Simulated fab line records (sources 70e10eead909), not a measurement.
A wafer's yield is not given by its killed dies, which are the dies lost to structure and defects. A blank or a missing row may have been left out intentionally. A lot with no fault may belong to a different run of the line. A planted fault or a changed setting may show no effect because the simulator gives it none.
Comparing a struck lot with a sound one + flow nand harc + 19 out of 1302 route steps
Sound: the wafers L314.1, L314.3, L314.4. Wafers L321.2, L321.5, L321.6 were the ones struck. The cause is given at the end.
For every step that has rows: the tool of each side, followed by ch and its chambers, followed by its first start. Under that, the readings that differ: sound wafers + struck wafers + difference of the means + sigmas: that difference in standard deviations of wafers without a fault.
alike: readings whose means differ by less than 2 such deviations, and words and numbers that are the same on both sides. not compared: withheld readings, readings that some wafer has no value for, bounds like >300 that may hide the same value, and numbers for which the record gives no deviation and whose values overlap.
Wherever a step has rows on one side only, a row that says differs or no value, or a row with sigmas, the two part there. When numbers do not overlap yet have no deviation, they are printed without sigmas and do not part them. A reading that every wafer of one side lacks parts them only if that side has two wafers or more.

NHARC_A_BLC_OVL_MEAS_11:
  struck on overlay-02, day 27 14:36; sound on overlay-02, day 24 06:44
  alike: overlay x nm, overlay y nm
NHARC_A_BLC_INSPECT_12:
  struck on defect inspect-01, day 27 14:38; sound on defect inspect-01, day 24 06:46
  alike: raw defect count
then, 2 steps without rows for these wafers: NHARC_A_BLC_DESCUM_15 (chemistry O2, time 3 s); NHARC_A_BLC_ETCH_16 (etches the open film in CF4, target depth 39 nm, time 65 s).
NHARC_A_BLC_ETCH_17: etches the open film in N2/H2, target depth 390 nm, time 609.38 s.
  sound: rie diel-06 ch 1,2,3; struck: rie diel-06 ch 2,3
  alike: drypump motor current A, oes product au, rf vpp V, showerhead plenum p Torr, throttle valve pct
  not compared: rf hours counter h
then, 1 step without rows for these wafers: NHARC_A_BLC_ETCH_18 (etches the open film in C4F8/O2/Ar, target depth 910 nm).
NHARC_A_BLC_CD_MEAS_19:
  struck on cd sem-02, day 27 15:40; sound on cd sem-03, day 24 07:47
  alike: cd nm
NHARC_A_BLC_STRIP_29: strips in CF4.
  sound on rie diel-07 ch 0,1,2, day 24 07:52; struck on rie diel-07 ch 0,1,2, day 27 15:46
  alike: drypump motor current A, oes product au, rf vpp V, showerhead plenum p Torr, throttle valve pct
  not compared: rf hours counter h
NHARC_A_BLC_STRIP_21: strips in O2.
  sound on rie diel-07 ch 0,1,2, day 24 07:58; struck on rie diel-07 ch 1,2, day 27 15:51
  alike: drypump motor current A, oes product au, rf vpp V, showerhead plenum p Torr, throttle valve pct
  not compared: rf hours counter h
then, 3 steps without rows for these wafers: NHARC_A_BLC_STRIP_22 (strips in post etch residue remover, time 600 s); NHARC_A_BLC_DEGAS_30 (time 60 s); NHARC_A_BLC_PRE_CLEAN_31 (time 15 s).
NHARC_A_BLC_PVD_32: deposits Ti, target thk 5 nm, time 17.7 s.
  struck on pvd sputter-03, day 27 16:25; sound on pvd sputter-03, day 24 08:31
  alike: throttle valve pct
NHARC_A_BLC_ALD_23: deposits TiN, target thk 3 nm, pulse time 1 s, ald cycles 150.
  sound on ald metal-02 ch 0,1,2, day 24 08:40; struck on ald metal-03 ch 0,1,3, day 27 16:35
  alike: heater power w, precursor pulse height rel
NHARC_A_BLC_CVD_24: deposits W, target thk 150 nm, time 434 s.
  sound: cvd w-01 ch 0,1; struck: cvd w-01 ch 0,1
  alike: heater power w, throttle valve pct
then, 2 steps without rows for these wafers: NHARC_A_BLC_CMP_25 (polishes, t overpolish 30 s, target thk 150 nm); NHARC_A_BLC_SRD_27.
NHARC_A_BLC_INSPECT_28:
  struck on defect inspect-01, day 27 17:58; sound on defect inspect-01, day 24 09:46
  alike: raw defect count
NHARC_END_SORT_01:
  at this point the record logs the struck wafers (prober-02 ch 0, day 29 11:43) and has no rows for the sound ones

## WHERE THEY PART
At NHARC_END_SORT_01 and nowhere else, as far as this record goes.

WHY: what had been put in by the simulator
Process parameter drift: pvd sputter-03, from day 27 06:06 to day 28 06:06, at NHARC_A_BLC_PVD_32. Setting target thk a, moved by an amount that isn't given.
